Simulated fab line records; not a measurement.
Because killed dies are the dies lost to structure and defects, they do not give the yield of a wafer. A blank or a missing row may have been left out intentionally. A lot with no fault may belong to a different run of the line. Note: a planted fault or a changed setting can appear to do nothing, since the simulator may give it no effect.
fab line records	flow nandHarc	part 1 of 2: steps 1 to 4 of 6
record: lots: 24	wafers: 72	lastDay: 24
route steps=1159 shown A_STAIRCASE@646 A_SGD_CUT@762 A_SLIT@790
lots untouched by any fault: they come from a run of this same line in which no faults occurred
startH: hours from the record's first day to the start of the lot's first wafer shown	waitH: hours elapsed since this lot's preceding step	" repeats the value in the row above	L1.1+2: several wafers, shown together as one row	- no value, or no start given	* or withheld: withheld	< > ~ a bound
route shown NAME@n: a module of which the file shows steps, and the number in the route of the first	usual: mean/standard deviation of fault-free wafers	same: alike in all rows	chamber/n: place in a boat	sites: readings site by site	_std_site: their standard deviation	_edge_site: outer sites' mean less inner sites'	radiusMm: for every site, how far away it sits from the centre of the wafer	mask NAME#n: copy n	behind: tool/chamber where the wafer was last shaped	hold: reason for holding the lot/hours on hold/outcome of the hold	device: the transistor (n, p or np) that didn't switch	end of line: tests of these same wafers at the route's end	step lacking rows: just its recipe	killed: at the first sort, the dies lost to defects and structure; wafer yield is something else	map: a wafer's dies, x killed, . not, _ none there
set.NAME: the setting as run; set.NAME@STEP: as run at that earlier step	model.NAME: the simulator's own value behind a step, which no gauge read
one table for each step of the route and one row for each wafer, over a sample of lots
services: from which hour (startH, from the record's first day; less than 0 if before it) a tool's chamber was out of use, for how many hours, and why
== steps ==
step: NHARC_A_STAIRCASE_DESCUM_252
recipe: timeS: 3	o2FlowSccm: 200	arFlowSccm: 0	biasPowerW: 0	chemistry: O2
usual: drypumpMotorCurrentA: 6.0/0.47	oesProductAu: 0.999/0.0089	rfVppV: 57.6/0.83	showerheadPlenumPTorr: 1.86/0.057	throttleValvePct: 11.312/0.0097
lot.wafer	tool	chamber	startH	waitH	drypumpMotorCurrentA	oesProductAu	rfHoursCounterH	rfVppV	showerheadPlenumPTorr	throttleValvePct
L074.2	rieDiel-13	3	246.76	-	6.2	1.009	51	57.0	1.88	11.307
L074.5	"	1	"	"	6.6	1.005	-	57.3	1.89	11.298
L074.6	"	2	"	"	5.9	1.017	-	57.5	1.82	11.312
L075.1	rieDiel-10	3	254.91	-	5.8	1.010	28	57.7	1.90	11.305
L075.6	"	0	"	"	5.7	1.016	-	57.5	1.84	11.320
L075.5	"	1	"	"	5.4	1.006	-	58.5	2.01	11.319
L076.4	rieDiel-13	3	262.59	-	6.2	1.007	58	58.0	1.88	11.300
L076.2	"	0	"	"	5.7	1.011	56	56.9	1.92	11.311
L076.6	"	0	"	"	5.7	1.016	-	57.2	1.92	11.303
L077.2	rieDiel-09	2	263.51	-	6.5	0.982	0	58.3	1.81	11.326
L077.3	"	3	"	"	6.6	1.011	0	57.3	1.81	11.332
L077.5	"	0	"	"	5.6	0.983	-	56.7	1.93	11.318
L078.1	rieDiel-09	3	264.43	-	6.6	1.011	0	57.4	1.81	11.316
L078.5	"	3	"	"	6.6	1.004	-	57.0	1.81	11.305
L078.6	"	0	"	"	5.6	1.004	-	58.2	1.93	11.298
L079.2	rieDiel-13	3	289.18	-	6.2	1.005	3	58.1	1.88	11.308
L079.1	"	0	"	"	5.7	1.007	2	58.8	1.91	11.324
L079.4	"	2	"	"	5.9	0.998	2	59.2	1.82	11.317
L080.2	rieDiel-13	1	290.80	-	6.6	1.009	2	56.1	1.89	11.286
L080.1	"	2	"	"	5.9	1.002	3	57.2	1.82	11.320
L080.5	"	1	"	"	6.6	1.002	-	56.5	1.89	11.301
L081.4	rieDiel-13	3	297.10	-	6.2	0.997	6	58.9	1.88	11.294
L081.1	"	1	"	"	6.6	1.014	5	56.5	1.89	11.318
L081.6	"	0	"	"	5.7	1.008	-	57.9	1.91	11.313
L082.1	rieDiel-10	0	297.28	-	5.7	1.008	35	57.5	1.84	11.300
L082.4	"	1	"	"	5.4	1.000	43	58.8	2.01	11.314
L082.6	"	0	"	"	5.7	1.005	-	56.1	1.84	11.320
L083.1	rieDiel-09	2	299.43	-	6.5	0.989	11	56.6	1.81	11.325
L083.2	"	3	"	"	6.6	1.008	12	57.1	1.80	11.304
L083.5	"	2	"	"	6.5	0.982	-	56.6	1.81	11.316
L084.2	rieDiel-09	1	302.81	-	6.2	1.005	13	58.3	1.84	11.309
L084.3	"	2	"	"	6.5	0.997	12	57.8	1.81	11.297
L084.5	"	1	"	"	6.2	1.010	-	56.2	1.84	11.309
L087.3	rieDiel-13	0	323.16	-	5.7	1.007	13	59.2	1.91	11.305
L087.6	"	2	"	"	5.9	0.999	-	56.8	1.81	11.311
L087.5	"	3	"	"	6.2	1.006	-	56.5	1.88	11.334
L086.1	rieDiel-09	2	326.48	-	6.5	0.993	24	55.8	1.81	11.304
L086.3	"	3	"	"	6.5	1.006	24	57.7	1.80	11.313
L086.6	"	0	"	"	5.7	0.997	-	58.3	1.93	11.308
L085.1	rieDiel-09	3	327.50	-	6.6	1.017	25	57.1	1.80	11.305
L085.5	"	3	"	"	6.6	1.001	-	58.9	1.80	11.307
L085.6	"	0	"	"	5.6	0.992	-	58.3	1.93	11.307
L089.1	rieDiel-10	0	333.35	-	5.7	0.986	49	56.9	1.83	11.312
L089.2	"	1	"	"	5.4	0.994	56	57.9	2.00	11.315
L089.5	"	3	"	"	5.8	0.999	-	58.3	1.89	11.330
L088.1	rieDiel-10	2	334.26	-	5.0	0.990	59	57.2	1.84	11.318
L088.4	"	3	"	"	5.8	1.012	60	56.5	1.89	11.313
L088.2	"	1	"	"	5.4	0.994	56	58.1	2.00	11.319
L090.3	rieDiel-10	0	340.67	-	5.7	0.994	50	58.7	1.83	11.310
L090.1	"	1	"	"	5.4	1.000	58	58.5	2.00	11.310
L090.6	"	0	"	"	5.7	0.994	-	56.6	1.83	11.312
L092.1	rieDiel-09	1	355.23	-	6.2	1.011	33	56.5	1.83	11.320
L092.4	"	2	"	"	6.5	0.988	35	57.4	1.80	11.323
L092.2	"	0	"	"	5.6	0.984	34	56.5	1.92	11.320
L094.1	rieDiel-09	1	356.43	-	6.2	1.005	34	56.3	1.83	11.308
L094.4	"	2	"	"	6.5	0.986	36	56.4	1.80	11.305
L094.3	"	0	"	"	5.6	0.992	35	57.7	1.92	11.308
L093.3	rieDiel-09	3	361.40	-	6.6	1.002	41	57.7	1.79	11.298
L093.4	"	0	"	"	5.6	0.989	38	58.0	1.92	11.319
L093.1	"	1	"	"	6.2	1.007	37	56.9	1.83	11.320
L091.1	rieDiel-10	2	363.26	-	5.0	1.003	0	57.9	1.83	11.299
L091.5	"	1	"	"	5.4	0.989	-	57.9	2.00	11.307
L091.6	"	2	"	"	5.0	0.981	-	58.0	1.83	11.322
L096.2	rieDiel-10	2	370.01	-	5.0	1.003	2	58.5	1.83	11.311
L096.4	"	0	"	"	5.7	0.998	2	57.5	1.83	11.298
L096.6	"	1	"	"	5.4	1.001	-	58.9	2.00	11.319
L095.2	rieDiel-09	2	372.11	-	6.5	0.985	43	57.5	1.80	11.311
L095.3	"	3	"	"	6.6	1.016	44	56.7	1.79	11.316
L095.1	"	1	"	"	6.2	1.006	40	58.0	1.83	11.320
L097.3	rieDiel-10	2	392.89	-	5.1	0.995	11	56.2	1.83	11.308
L097.1	"	0	"	"	5.7	0.984	11	57.1	1.83	11.313
L097.5	"	0	"	"	5.7	0.981	-	57.0	1.83	11.309
step: NHARC_A_STAIRCASE_DESCUM_291
recipe: timeS: 3	o2FlowSccm: 200	arFlowSccm: 0	biasPowerW: 0	chemistry: O2
usual: drypumpMotorCurrentA: 6.1/0.44	oesProductAu: 0.999/0.0091	rfVppV: 57.5/0.78	showerheadPlenumPTorr: 1.86/0.055	throttleValvePct: 11.310/0.0083
lot.wafer	tool	chamber	startH	waitH	drypumpMotorCurrentA	oesProductAu	rfHoursCounterH	rfVppV	showerheadPlenumPTorr	throttleValvePct
L074.2	rieDiel-10	0	251.80	-	5.7	1.003	17	58.3	1.84	11.310
L074.6	"	3	"	"	5.8	1.009	-	57.9	1.90	11.319
L074.5	"	0	"	"	5.7	1.002	-	58.5	1.84	11.315
L075.1	rieDiel-13	0	260.25	-	5.7	1.018	54	56.4	1.92	11.310
L075.6	"	1	"	"	6.7	0.998	-	59.0	1.89	11.314
L075.5	"	2	"	"	5.9	1.025	-	56.8	1.82	11.312
L076.4	rieDiel-09	2	267.39	-	6.5	0.983	0	56.9	1.81	11.327
L076.2	"	3	"	"	6.6	1.010	0	58.8	1.80	11.321
L076.6	"	1	"	"	6.2	1.001	-	57.6	1.84	11.316
L077.2	rieDiel-10	0	267.80	-	5.7	0.989	23	58.0	1.84	11.310
L077.3	"	1	"	"	5.4	0.999	31	57.3	2.01	11.298
L077.5	"	3	"	"	5.8	1.009	-	57.3	1.90	11.314
L078.1	rieDiel-09	1	269.14	-	6.2	0.989	1	57.6	1.84	11.314
L078.6	"	2	"	"	6.5	0.987	-	58.4	1.81	11.299
L078.5	"	3	"	"	6.6	1.014	-	57.4	1.80	11.305
L079.2	rieDiel-09	3	293.01	-	6.6	1.001	10	57.7	1.80	11.306
L079.4	"	0	"	"	5.6	0.982	11	56.3	1.93	11.311
L079.1	"	1	"	"	6.2	0.999	10	55.9	1.84	11.303
L080.1	rieDiel-13	2	298.37	-	5.8	0.988	5	57.2	1.82	11.325
L080.2	"	3	"	"	6.2	1.008	6	56.7	1.88	11.308
L080.5	"	1	"	"	6.6	1.006	-	56.9	1.89	11.298
L081.1	rieDiel-13	0	304.08	-	5.7	0.999	7	57.7	1.91	11.308
L081.4	"	1	"	"	6.7	1.007	7	57.9	1.89	11.322
L081.6	"	0	"	"	5.7	1.003	-	57.4	1.91	11.323
L082.1	rieDiel-09	0	305.05	-	5.6	0.989	15	58.2	1.93	11.327
L082.4	"	2	"	"	6.5	0.994	14	56.4	1.81	11.302
L082.6	"	0	"	"	5.6	0.990	-	57.0	1.93	11.315
L083.1	rieDiel-09	2	306.82	-	6.5	0.998	14	57.6	1.81	11.302
L083.2	"	0	"	"	5.6	0.988	16	57.7	1.93	11.318
L083.5	"	2	"	"	6.5	0.993	-	57.1	1.81	11.312
L084.3	rieDiel-10	1	311.74	-	5.4	1.007	47	58.3	2.01	11.286
L084.2	"	2	"	"	5.0	0.990	49	56.9	1.84	11.316
L084.5	"	1	"	"	5.4	0.992	-	58.6	2.01	11.303
L087.3	rieDiel-09	0	326.87	-	5.6	0.989	24	58.5	1.93	11.306
L087.6	"	0	"	"	5.6	0.989	-	58.5	1.93	11.313
L087.5	"	1	"	"	6.2	0.998	-	56.9	1.83	11.306
L086.1	rieDiel-13	0	331.46	-	5.7	1.000	16	58.1	1.91	11.312
L086.3	"	1	"	"	6.6	1.012	15	57.3	1.88	11.327
L086.6	"	0	"	"	5.7	0.996	-	57.3	1.91	11.302
L085.1	rieDiel-09	0	333.18	-	5.7	0.999	26	59.4	1.92	11.299
L085.5	"	0	"	"	5.6	0.992	-	58.7	1.92	11.310
L085.6	"	1	"	"	6.2	1.006	-	57.7	1.83	11.302
L089.1	rieDiel-09	3	337.07	-	6.6	1.001	28	57.1	1.80	11.300
L089.2	"	0	"	"	5.6	0.986	27	58.5	1.92	11.318
L089.5	"	3	"	"	6.6	0.989	-	58.0	1.80	11.307
L088.4	rieDiel-09	1	339.56	-	6.2	1.012	26	56.5	1.83	11.299
L088.1	"	2	"	"	6.5	1.001	28	58.6	1.80	11.324
L088.2	"	0	"	"	5.6	0.991	27	57.5	1.92	11.301
L090.1	rieDiel-09	3	344.81	-	6.6	1.001	31	58.0	1.80	11.300
L090.3	"	0	"	"	5.7	0.980	29	57.9	1.92	11.311
L090.6	"	2	"	"	6.5	1.003	-	56.6	1.80	11.297
L092.1	rieDiel-09	1	360.24	-	6.2	1.015	36	58.8	1.83	11.320
L092.2	"	2	"	"	6.5	0.986	40	57.6	1.80	11.306
L092.4	"	3	"	"	6.6	1.011	41	56.9	1.79	11.313
L094.4	rieDiel-09	0	362.11	-	5.7	0.988	39	57.2	1.92	11.300
L094.1	"	1	"	"	6.2	1.011	38	57.8	1.83	11.323
L094.3	"	3	"	"	6.6	1.001	41	56.7	1.79	11.299
L093.4	rieDiel-09	0	365.81	-	5.6	0.982	40	56.1	1.92	11.310
L093.1	"	1	"	"	6.2	1.011	39	57.2	1.83	11.316
L093.3	"	2	"	"	6.5	0.991	42	56.5	1.80	11.320
L091.1	rieDiel-09	0	367.64	-	5.7	0.993	41	57.5	1.92	11.318
L091.5	"	3	"	"	6.6	0.996	-	56.6	1.79	11.290
L091.6	"	0	"	"	5.6	0.983	-	57.3	1.92	11.313
L096.2	rieDiel-10	3	377.51	-	5.8	1.003	4	57.8	1.88	11.304
L096.4	"	0	"	"	5.7	0.991	3	56.5	1.83	11.297
L096.6	"	1	"	"	5.4	1.003	-	58.6	2.00	11.321
L095.3	rieDiel-13	2	379.46	-	5.8	1.011	36	58.0	1.81	11.305
L095.1	"	3	"	"	6.2	0.991	34	58.5	1.87	11.318
L095.2	"	1	"	"	6.6	1.014	35	58.1	1.88	11.319
L097.3	rieDiel-13	1	396.70	-	6.6	1.003	43	59.0	1.88	11.311
L097.1	"	2	"	"	5.9	1.003	41	56.0	1.80	11.312
L097.5	"	0	"	"	5.7	1.003	-	57.3	1.90	11.303
step: NHARC_A_STAIRCASE_INSPECT_155
usual: rawDefectCount: 359/140
lot.wafer	tool	chamber	startH	waitH	rawDefectCount
L074.2	defectInspect-01	-	308.33	0.1	179
L074.5	"	-	"	"	245
L074.6	"	-	"	"	243
L075.1	defectInspect-01	-	312.61	0.1	301
L075.5	"	-	"	"	441
L075.6	"	-	"	"	334
L078.1	defectInspect-01	-	318.92	0.1	257
L078.5	"	-	"	"	299
L078.6	"	-	"	"	229
L077.2	defectInspect-02	-	319.04	0.1	318
L077.3	"	-	"	"	698
L077.5	"	-	"	"	678
L076.2	defectInspect-02	-	319.46	0.1	369
L076.4	"	-	"	"	485
L076.6	"	-	"	"	341
L079.1	defectInspect-02	-	346.13	0.1	368
L079.2	"	-	"	"	408
L079.4	"	-	"	"	227
L080.1	defectInspect-01	-	357.04	0.1	274
L080.2	"	-	"	"	314
L080.5	"	-	"	"	219
L081.1	defectInspect-01	-	357.39	0.1	278
L081.4	"	-	"	"	314
L081.6	"	-	"	"	201
L084.2	defectInspect-01	-	362.87	0.1	270
L084.3	"	-	"	"	206
L084.5	"	-	"	"	253
L083.1	defectInspect-01	-	362.95	0.1	459
L083.2	"	-	"	"	305
L083.5	"	-	"	"	201
L082.1	defectInspect-02	-	365.29	0.1	545
L082.4	"	-	"	"	499
L082.6	"	-	"	"	515
L087.3	defectInspect-02	-	380.92	0.1	617
L087.5	"	-	"	"	1168
L087.6	"	-	"	"	262
L086.1	defectInspect-02	-	381.12	0.1	156
L086.3	"	-	"	"	252
L086.6	"	-	"	"	161
L085.1	defectInspect-02	-	390.48	0.1	247
L085.5	"	-	"	"	403
L085.6	"	-	"	"	321
L089.1	defectInspect-02	-	390.59	0.1	430
L089.2	"	-	"	"	503
L089.5	"	-	"	"	316
L088.1	defectInspect-01	-	390.76	0.1	297
L088.2	"	-	"	"	364
L088.4	"	-	"	"	410
L090.1	defectInspect-01	-	401.49	0.1	192
L090.3	"	-	"	"	331
L090.6	"	-	"	"	283
L093.1	defectInspect-02	-	418.47	0.1	564
L093.3	"	-	"	"	410
L093.4	"	-	"	"	355
L094.1	defectInspect-01	-	418.86	0.1	297
L094.3	"	-	"	"	422
L094.4	"	-	"	"	346
L092.1	defectInspect-02	-	419.02	0.1	212
L092.2	"	-	"	"	382
L092.4	"	-	"	"	277
L091.1	defectInspect-02	-	425.10	0.1	409
L091.5	"	-	"	"	343
L091.6	"	-	"	"	400
L095.1	defectInspect-01	-	439.36	0.1	454
L095.2	"	-	"	"	429
L095.3	"	-	"	"	378
L096.2	defectInspect-01	-	439.45	0.1	214
L096.4	"	-	"	"	203
L096.6	"	-	"	"	420
L097.1	defectInspect-02	-	452.58	0.1	412
L097.3	"	-	"	"	440
L097.5	"	-	"	"	532
step: NHARC_A_SGD_CUT_ETCH_58
recipe: targetDepthA: 390	overEtchFrac: 0.3	timeS: 65	ionEnergyEv: 80	cf4FlowSccm: 150	arFlowSccm: 0	rfW: 300	biasW: 100	chemistry: CF4
usual: drypumpMotorCurrentA: 5.7/0.4	oesProductAu: 0.998/0.011	rfVppV: 151.9/1.1	showerheadPlenumPTorr: 1.82/0.051	throttleValvePct: 13.283/0.009
lot.wafer	tool	chamber	startH	waitH	drypumpMotorCurrentA	oesProductAu	rfHoursCounterH	rfVppV	showerheadPlenumPTorr	throttleValvePct
L074.2	rieDiel-05	0	309.28	0.1	6.2	0.995	11	152.6	1.83	13.273
L074.6	"	2	"	"	5.0	1.016	-	150.1	1.78	13.286
L074.5	"	3	"	"	5.6	1.001	-	153.4	1.82	13.282
L075.1	rieDiel-08	1	313.57	0.1	6.3	1.000	0	151.9	1.82	13.279
L075.6	"	2	"	"	5.3	0.981	-	152.0	1.82	13.302
L075.5	"	3	"	"	6.0	0.988	-	151.4	1.86	13.262
L078.1	rieDiel-05	3	319.85	0.1	5.7	1.011	14	151.9	1.81	13.289
L078.6	"	3	"	"	5.7	1.008	-	150.4	1.81	13.280
L078.5	"	0	"	"	6.2	0.990	-	151.1	1.83	13.294
L077.2	rieDiel-02	1	320.12	0.1	5.8	1.002	11	150.1	1.73	13.283
L077.3	"	3	"	"	5.8	0.983	10	152.9	1.89	13.278
L077.5	"	0	"	"	5.5	1.008	-	151.0	1.74	13.286
L076.4	rieDiel-08	2	320.54	0.1	5.3	0.974	1	151.1	1.82	13.285
L076.2	"	3	"	"	6.0	0.988	1	151.3	1.86	13.271
L076.6	"	1	"	"	6.3	1.007	-	153.3	1.82	13.279
L079.4	rieDiel-02	0	347.24	0.1	5.5	1.006	1	149.8	1.74	13.285
L079.2	"	1	"	"	5.8	0.989	1	149.9	1.73	13.284
L079.1	"	2	"	"	5.7	1.009	1	152.0	1.88	13.268
L080.1	rieDiel-02	1	358.10	0.1	5.8	0.997	2	151.0	1.73	13.289
L080.2	"	0	"	"	5.5	1.002	2	152.3	1.73	13.269
L080.5	"	2	"	"	5.7	0.999	-	153.1	1.88	13.268
L081.4	rieDiel-08	2	358.34	0.1	5.3	0.996	5	153.3	1.82	13.285
L081.1	"	3	"	"	6.0	0.990	5	152.3	1.86	13.291
L081.6	"	1	"	"	6.3	0.986	-	151.7	1.82	13.280
L084.3	rieDiel-05	1	363.93	0.1	6.6	0.998	1	152.5	1.88	13.282
L084.2	"	3	"	"	5.7	1.015	1	152.0	1.81	13.283
L084.5	"	1	"	"	6.6	0.997	-	153.3	1.88	13.276
L083.1	rieDiel-08	3	364.11	0.1	6.0	0.986	6	153.6	1.86	13.258
L083.2	"	0	"	"	5.3	0.979	6	151.0	1.81	13.292
L083.5	"	3	"	"	6.0	0.982	-	153.7	1.86	13.294
L082.1	rieDiel-02	1	366.35	0.1	5.8	1.003	3	150.9	1.73	13.290
L082.4	"	0	"	"	5.5	1.006	3	151.3	1.73	13.277
L082.6	"	1	"	"	5.8	1.004	-	151.5	1.73	13.272
L087.3	rieDiel-08	0	382.00	0.1	5.3	0.981	9	151.3	1.81	13.305
L087.6	"	0	"	"	5.3	0.988	-	152.2	1.81	13.286
L087.5	"	1	"	"	6.3	1.003	-	152.5	1.82	13.276
L086.3	rieDiel-05	3	382.06	0.1	5.6	1.005	3	154.3	1.81	13.286
L086.1	"	0	"	"	6.2	1.005	3	152.3	1.83	13.302
L086.6	"	2	"	"	5.0	1.015	-	151.1	1.78	13.282
L085.1	rieDiel-08	2	391.58	0.1	5.3	0.986	9	150.3	1.82	13.280
L085.6	"	0	"	"	5.3	0.986	-	152.6	1.81	13.291
L085.5	"	1	"	"	6.3	1.006	-	152.0	1.82	13.279
L089.1	rieDiel-02	2	391.72	0.1	5.8	1.003	3	151.9	1.88	13.278
L089.2	"	0	"	"	5.5	1.007	4	150.4	1.73	13.301
L089.5	"	3	"	"	5.8	0.997	-	153.4	1.89	13.301
L088.1	rieDiel-02	0	392.10	0.3	5.5	1.008	5	150.4	1.73	13.290
L088.2	"	2	"	"	5.7	1.013	4	151.2	1.88	13.292
L088.4	"	0	"	"	5.5	1.001	-	151.8	1.73	13.285
L090.1	rieDiel-08	0	402.43	0.1	5.3	0.989	12	152.7	1.81	13.297
L090.3	"	3	"	"	6.0	0.992	9	151.0	1.86	13.282
L090.6	"	1	"	"	6.3	1.020	-	151.0	1.82	13.277
L093.3	rieDiel-05	3	419.53	0.1	5.7	1.000	6	151.4	1.81	13.297
L093.4	"	1	"	"	6.6	0.989	6	152.3	1.87	13.278
L093.1	"	2	"	"	5.0	0.999	6	151.1	1.78	13.270
L094.3	rieDiel-02	2	419.92	0.1	5.7	1.002	6	152.2	1.88	13.288
L094.4	"	0	"	"	5.5	0.996	7	151.5	1.73	13.280
L094.1	"	1	"	"	5.8	0.991	5	150.7	1.73	13.286
L092.1	rieDiel-08	2	420.11	0.1	5.3	1.005	13	151.2	1.82	13.284
L092.2	"	3	"	"	6.0	0.989	12	152.0	1.86	13.291
L092.4	"	3	"	"	6.0	0.992	-	151.2	1.86	13.296
L091.1	rieDiel-02	3	426.17	0.1	5.8	0.981	6	154.3	1.89	13.289
L091.6	"	0	"	"	5.5	1.007	-	150.6	1.73	13.275
L091.5	"	1	"	"	5.8	1.001	-	150.8	1.73	13.263
L095.2	rieDiel-05	3	440.43	0.1	5.6	1.005	7	151.7	1.81	13.277
L095.3	"	1	"	"	6.6	0.986	7	153.1	1.87	13.291
L095.1	"	2	"	"	5.0	1.007	7	151.4	1.78	13.281
L096.2	rieDiel-02	0	440.47	0.1	5.5	0.996	8	151.0	1.73	13.289
L096.4	"	3	"	"	5.8	0.995	7	152.6	1.89	13.280
L096.6	"	0	"	"	5.5	1.008	-	152.0	1.73	13.283
L097.1	rieDiel-08	1	453.60	0.1	6.3	1.008	17	153.3	1.82	13.275
L097.3	"	3	"	"	6.0	0.997	17	152.3	1.86	13.276
L097.5	"	2	"	"	5.3	0.997	-	152.8	1.82	13.282
